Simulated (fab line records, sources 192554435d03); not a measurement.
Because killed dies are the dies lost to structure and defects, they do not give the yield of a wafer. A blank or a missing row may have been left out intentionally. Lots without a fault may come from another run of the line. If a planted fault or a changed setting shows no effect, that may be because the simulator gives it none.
The tool behind it: which one? + flow n5 finfet + at 1 step of a route of 1938, 12 lots with 36 wafers sampled

WHAT EACH GAUGE READ, for each wafer
N5_HKMG_FIN_INSPECT_28: inspects for defects (darkfield).
| lot  | measured     | on                | raw defect count |
|------|--------------|-------------------|------------------|
| L075 | day 4 20:42  | defect inspect-01 | 97 47 71         |
| L077 | day 5 02:47  | defect inspect-01 | 39 17 34         |
| L079 | day 5 15:10  | defect inspect-02 | 28 34 22         |
| L081 | day 6 02:03  | defect inspect-01 | 20 35 25         |
| L083 | day 6 12:55  | defect inspect-01 | 46 59 47         |
| L085 | day 7 03:01  | defect inspect-02 | 41 50 43         |
| L087 | day 7 13:59  | defect inspect-01 | 31 60 26         |
| L089 | day 8 02:59  | defect inspect-02 | 57 46 47         |
| L091 | day 8 15:25  | defect inspect-01 | 52 41 25         |
| L093 | day 9 10:55  | defect inspect-02 | 29 29 23         |
| L095 | day 9 20:48  | defect inspect-02 | 32 35 50         |
| L097 | day 10 08:22 | defect inspect-01 | 28 48 36         |

TOOL THAT RAN EACH LOT (tool first, then ch and the chambers of the sampled wafers, then the start)
The record shows no process step preceding these readings.

THE ANSWER, worked out from the rows above alone
Rule: usual is defined by the lots themselves. Put in order of their means at a reading, lots are off if they are a third of the lots or fewer, leave a main group of 4 or more, and stand apart from it by a gap of 3 or more times the standard deviation of the main group's means; of several such gaps the widest counts. The tables above print the reading to a certain number of digits; a main group whose means all agree to those digits is not used. Also off: a lot with no number at a reading for which 4 or more lots have one. Where the step has rows for the other lots, those lots are counted as sound.
Nothing can be told from this: no lot is off at any reading shown.

WHAT WAS PUT IN BY THE SIMULATOR
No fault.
